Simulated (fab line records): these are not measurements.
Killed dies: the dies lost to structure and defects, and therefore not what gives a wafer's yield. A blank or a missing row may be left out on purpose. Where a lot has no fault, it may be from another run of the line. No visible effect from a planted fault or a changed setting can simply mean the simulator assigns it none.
Struck lot and sound lot, side by side :: flow n5Finfet :: 21 steps out of a route of 1938
Sound: wafers L247.1, L247.4, L247.6. Struck: wafer L263.2 (L263.1, L263.3, from the same lot, were not struck and are left out); the cause is given at the end.
For every step that has rows: the tool of each side, followed by ch and its chambers, followed by its first start. Under that, the readings that differ: sound wafers :: struck wafers :: difference of the means :: sigmas: that difference in standard deviations of wafers without a fault.
alike: a reading whose means differ by less than 2 such deviations, as well as words and numbers matching on both sides. not compared: withheld readings; readings where some wafer has no value; bounds like >300 that might hide an equal value; numbers whose values overlap and for which the record gives no deviation.
Wherever a step has rows on one side only, a row that says differs or no value, or a row with sigmas, the two part there. Non-overlapping numbers with no deviation appear without sigmas and do not part them. A reading missing from all wafers of one side parts the sides only when that side holds two or more wafers.

first, 9 steps without rows for these wafers: N5_FIN_SAQP_EXPOSE_13 (exposes mask FIN CORE, target cd 35.6 nm); N5_FIN_SAQP_PEB_14 (peb time 60 s); N5_FIN_SAQP_DEVELOP_15 (develop time 30 s); N5_FIN_SAQP_DESCUM_21 (chemistry O2, time 7.9 s); N5_FIN_SAQP_ETCH_51 (etches SiARC in CF4, target depth 45.5 nm, time 75.8 s); N5_FIN_SAQP_ETCH_52 (etches SOC in N2/H2, target depth 100 nm, overetch 20 nm, time 150 s); N5_FIN_SAQP_STRIP_53 (strips in N2/H2); N5_FIN_SAQP_HM_OPEN_73 (chemistry CHF3/O2, target SiO2, stops on a-Si, target depth 12 nm, time 16.8 s); N5_FIN_SAQP_STRIP_74 (strips in CHF3/O2).
N5_FIN_SAQP_MANDREL_ETCH_22: etches a-Si in HBr/Cl2, stops on SiNx, target depth 60 nm, bt time 10 s, time 30 s.
  sound on rieSi-03 ch 2,3, day 1 22:43; struck on rieSi-03 ch 1, day 5 22:13
reading: model.SOC_of_FIN_SAQP_COAT_49.thkNm (nm)
sound: 75.82 75.98 76.1
struck: 67.19
difference: -8.78
sigmas: 

reading: model.SiNx_of_FIN_SAQP_PECVD_48.thkNm (nm)
sound: 24.53 25.16 25.36
struck: 20.07
difference: -4.95
sigmas: 
  alike: drypumpMotorCurrentA, oesProductAu, throttleValvePct
  not compared: rfHoursCounterH
then, 7 steps without rows for these wafers: N5_FIN_SAQP_STRIP_55 (strips in N2/H2); N5_FIN_SAQP_STRIP_23 (strips in SPM, time 750 s); N5_FIN_SAQP_SRD_66 (time 30 s); N5_FIN_SAQP_RECESS_75 (chemistry HF/NH3, target SiO2, target depth 14.4 nm, afs cycles 3, sublimation time 60 s); N5_FIN_SAQP_SPACER1_ALD_24 (deposits SiO2, target thk 20.3 nm, pulse time 1 s, purge time 2 s); N5_FIN_SAQP_SPACER1_ETCHBACK_25 (etches SiO2 in CHF3/O2, target depth 24.4 nm, time 12.2 s); N5_FIN_SAQP_MANDREL1_REMOVE_56 (chemistry HBr/Cl2/O2, target a-Si, stops on SiNx, bt time 10 s).
N5_FIN_SAQP_ETCH_57: etches SiNx in CH3F/O2, target depth 32.5 nm, time 46.4 s.
  sound on rieDiel-01 ch 0,1,2, day 2 00:31; struck on rieDiel-04 ch 1, day 6 00:00
reading: drypumpMotorCurrentA (A)
sound: 5.9 5.3 5.5
struck: 6.5
difference: +0.9
sigmas: +3

reading: etchRfOnTimeS (s)
sound: 45.5 46.9 47.4
struck: 36.4
difference: -10.2
sigmas: -9

reading: oesProductAu (a.u.)
sound: 0.63 0.62 0.60
struck: 0.78
difference: +0.16
sigmas: +2

reading: model.etch.depthNm (nm)
sound: 24.53 25.16 25.36
struck: 20.07
difference: -4.95
sigmas: 
  alike: mfcArSccm, rfVppV, showerheadPlenumPTorr, throttleValvePct
  not compared: rfHoursCounterH
then, 1 step without rows for these wafers: N5_FIN_SAQP_ETCH_65 (etches SiO2 in CF4, target depth 4 nm, time 4.4 s).
-- record jumps: 7 days separate the struck wafers' starts on either side; left off in module FIN_SAQP, taken up again in module BEOL_M4, whose first shown step is the route's number 1111 --
N5_BEOL_M4_RC_MEAS_101:
  sound on prober-01 ch 0, day 8 17:41; struck on prober-02 ch 0, day 13 10:18
  alike: DIBL_N, DIBL_P, IOFF_N, IOFF_P, ION_N, ION_P, SS_N, SS_P, VT_N, VT_P
-- here the record skips 5 days between the struck wafers' starts before and after, leaving off in module BEOL_M4 and picking up in module PASSIVATION (first step shown: number 1936 of the route) --
N5_PASSIVATION_PROBE_49:
  record: rows for the struck wafers here (prober-02, day 18 12:28), none for the sound ones

== WHERE THEY PART ==
Last at N5_PASSIVATION_PROBE_49 as far as this record goes, first at N5_FIN_SAQP_ETCH_57.

WHY: what had been put in by the simulator
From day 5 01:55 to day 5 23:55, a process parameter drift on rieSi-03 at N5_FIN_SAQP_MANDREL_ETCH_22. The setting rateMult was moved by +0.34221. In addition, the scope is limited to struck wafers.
